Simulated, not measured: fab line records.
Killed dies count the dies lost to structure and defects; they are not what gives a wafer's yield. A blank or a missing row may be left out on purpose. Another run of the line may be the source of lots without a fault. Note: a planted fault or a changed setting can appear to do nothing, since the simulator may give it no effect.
A lot that was struck, set against a sound lot || flow n5_finfet || 41 steps out of a route of 1938
Sound: wafers L594.1, L594.5, L594.6. Struck: wafer L615.4. (L615.1, L615.5 of the same lot were not struck and are left out.) The cause comes at the end.
At each step with rows: each side's tool, then ch and its chambers, then its first start. Under that, the readings that differ: sound wafers || struck wafers || difference of the means || sigmas: that difference in standard deviations of wafers without a fault.
alike: same words and numbers on both sides, and readings whose means sit less than 2 such deviations apart. not compared: any withheld reading, any reading some wafer has no value for, any bound like >300 that may hide the same value, and any number with overlapping values for which the record gives no deviation.
A row with sigmas, a row that says differs or no value, or rows on one side alone: a step with any of these is where the two part. Numbers that don't overlap but have no deviation are shown without sigmas and don't part them. A reading missing from all wafers of one side parts the sides only when that side holds two or more wafers.

first, 2 steps without rows for these wafers: N5_SDB_PEB_09 (peb time 60 s); N5_SDB_DEVELOP_10 (develop time 30 s).
N5_SDB_CD_MEAS_11: the cd target is 50 nm.
  sound on cd_sem-02 ch 0, day 3 20:21; struck on cd_sem-03 ch 0, day 9 00:38
  alike: cd_nm
N5_SDB_OVL_MEAS_12:
  sound on overlay-01 ch 0, day 3 20:23; struck on overlay-01 ch 0, day 9 00:40
  alike: SDB_OVL
N5_SDB_INSPECT_13: inspects for defects (brightfield).
  sound on defect_inspect-01, day 3 20:24; struck on defect_inspect-01, day 9 00:41
  alike: raw_defect_count
then, 2 steps without rows for these wafers: N5_SDB_DESCUM_16 (chemistry O2, time 7.9 s); N5_SDB_ETCH_17 (etches SiARC in CF4, target depth 23.4 nm, time 39 s).
N5_SDB_ETCH_18: etches SOC in N2/H2, target depth 100 nm, overetch 20 nm, time 150 s.
  sound on rie_diel-01 ch 0,2,3, day 3 20:31; struck on rie_diel-04 ch 0, day 9 00:47
{"reading": "oes_product_au (a.u.)", "sound": "0.85 0.88 0.83", "struck": 0.63, "difference": -0.22, "sigmas": -3}
{"reading": "showerhead_plenum_p_Torr (Torr)", "sound": "2.71 2.50 2.70", "struck": 2.50, "difference": -0.14, "sigmas": -2}
  alike: drypump_motor_current_A, rf_vpp_V, throttle_valve_pct
  not compared: rf_hours_counter_h
then, 2 steps without rows for these wafers: N5_SDB_STRIP_19 (strips in N2/H2); N5_SDB_STRIP_21 (strips in CF4).
N5_SDB_HM_OPEN_20: chemistry CH3F/O2, target SiNx, stops on poly-Si, target depth 24 nm.
  sound on rie_diel-01 ch 0,2,3, day 3 20:40; struck on rie_diel-04 ch 0, day 9 00:56
{"reading": "oes_f_703_au (a.u.)", "sound": "0.95 0.98 0.92", "struck": 0.71, "difference": -0.24, "sigmas": -3}
{"reading": "oes_product_au (a.u.)", "sound": "0.78 0.80 0.77", "struck": 0.59, "difference": -0.19, "sigmas": -3}
{"reading": "showerhead_plenum_p_Torr (Torr)", "sound": "2.13 1.96 2.13", "struck": 1.97, "difference": -0.10, "sigmas": -2}
{"reading": "throttle_valve_pct (%)", "sound": "16.02 16.07 16.03", "struck": 16.54, "difference": "+0.50", "sigmas": "+2"}
  alike: drypump_motor_current_A, rf_vpp_V
  not compared: rf_hours_counter_h
then, 1 step without rows for these wafers: N5_SDB_STRIP_22 (strips in N2/H2).
N5_SDB_PRECLEAN_23: cleans in dHF, time 30 s.
  sound on wet_bench-03 ch 0,2,6, day 3 20:53; struck on wet_bench-03 ch 0,1,5, day 9 01:10
then, 1 step without rows for these wafers: N5_SDB_DUMMY_REMOVE_24 (chemistry TMAH, target poly-Si, stops on SiO2, target depth 142 nm, time 57 s, rinse time 30 s).
N5_SDB_ETCH_25: etches SiO2 in C4F6/O2, target depth 10 nm, time 3.3 s.
  sound on rie_diel-02 ch 1,2, day 3 21:14; struck on rie_diel-04 ch 1, day 9 01:14
{"reading": "rf_vpp_V (V)", "sound": "680 679 666", "struck": 654, "difference": -21, "sigmas": -2}
  alike: drypump_motor_current_A, oes_f_703_au, oes_product_au, showerhead_plenum_p_Torr, throttle_valve_pct
  not compared: rf_hours_counter_h
then, 6 steps without rows for these wafers: N5_SDB_CUT_ETCH_26 (etches Si in HBr/Cl2/O2, target depth 129.6 nm, bt time 20 s, time 51.8 s); N5_SDB_PRECLEAN_38 (cleans in dHF, time 10 s); N5_SDB_PRECLEAN_39 (cleans in O3/DIW, time 45 s); N5_SDB_SRD_28 (time 30 s); N5_SDB_ALD_29 (deposits SiNx, target thk 30 nm, pulse time 1 s, ald cycles 600); N5_SDB_CMP_30 (polishes, stops on poly-Si, t overpolish 1.54 s, target thk 30 nm).
N5_SDB_THK_MEAS_31:
  sound on film_metro-02, day 4 00:36; struck on film_metro-02, day 9 04:32
  alike: SDB_THK
then, 8 steps without rows for these wafers: N5_DUMMY_REMOVAL_HM_STRIP_01 (strips SiNx in CH3F/O2, stops on poly-Si, target depth 4 nm, time 6.8 s); N5_DUMMY_REMOVAL_STRIP_10 (strips in N2/H2, time 40 s); N5_DUMMY_REMOVAL_PRECLEAN_07 (cleans in dHF, time 30 s); N5_DUMMY_REMOVAL_DUMMY_REMOVE_02 (chemistry TMAH, target poly-Si, stops on SiO2, target depth 142 nm, time 57 s, rinse time 30 s); N5_DUMMY_REMOVAL_PRECLEAN_08 (cleans in NF3:NH3, afs cycles 2, time 20 s, sublimation time 60 s); N5_DUMMY_REMOVAL_PRECLEAN_04 (cleans in DHF, time 37 s); N5_DUMMY_REMOVAL_SRD_05 (time 30 s); N5_HKMG_FIN_IL_REGROW_00 (material SiO2, chemistry O3, target thk 0.75 nm, time 30 s).
N5_HKMG_FIN_HK_ALD_01: deposits HfO2, target thk 1.6 nm, pulse time 3 s, purge time 3 s.
  sound on ald_hk-02 ch 0,2,3, day 4 01:13; struck on ald_hk-02 ch 0, day 9 05:09
  alike: precursor_pulse_height_rel
N5_HKMG_FIN_HK_ANNEAL_02: time 30 s.
  sound on rtp_anneal-01 ch 0, day 4 01:24; struck on rtp_anneal-01 ch 0, day 9 05:20
  alike: lamp_power_pct, wafer_temp_C_max
then, 8 steps without rows for these wafers: N5_HKMG_FIN_ALD_74 (deposits La2O3, target thk 0.5 nm, pulse time 6 s, co reactant pulse time 1 s); N5_HKMG_FIN_ALD_75 (deposits Al2O3, target thk 1 nm, co reactant pulse time 1 s); N5_HKMG_FIN_COAT_41 (time 60 s, resist thk 300 nm); N5_HKMG_FIN_COAT_42 (time 60 s, resist thk 35 nm); N5_HKMG_FIN_COAT_43 (resist thk 90 nm); N5_HKMG_FIN_EBR_45; N5_HKMG_FIN_SOFTBAKE_44 (time 60 s); N5_HKMG_FIN_EXPOSE_46 (exposes mask NDIPOLE).
-- the record jumps here: 9 days lie between the struck wafers' starts before and after (it left off in module HKMG_FIN and takes up again in module PASSIVATION, whose first step shown is number 1936 of the route) --
N5_PASSIVATION_PROBE_49:
  record: rows for the struck wafers here (prober-01, day 18 02:30), none for the sound ones

== WHERE THEY PART ==
Last at N5_PASSIVATION_PROBE_49 as far as this record goes, first at N5_SDB_ETCH_18.

WHY: whatever the simulator had introduced
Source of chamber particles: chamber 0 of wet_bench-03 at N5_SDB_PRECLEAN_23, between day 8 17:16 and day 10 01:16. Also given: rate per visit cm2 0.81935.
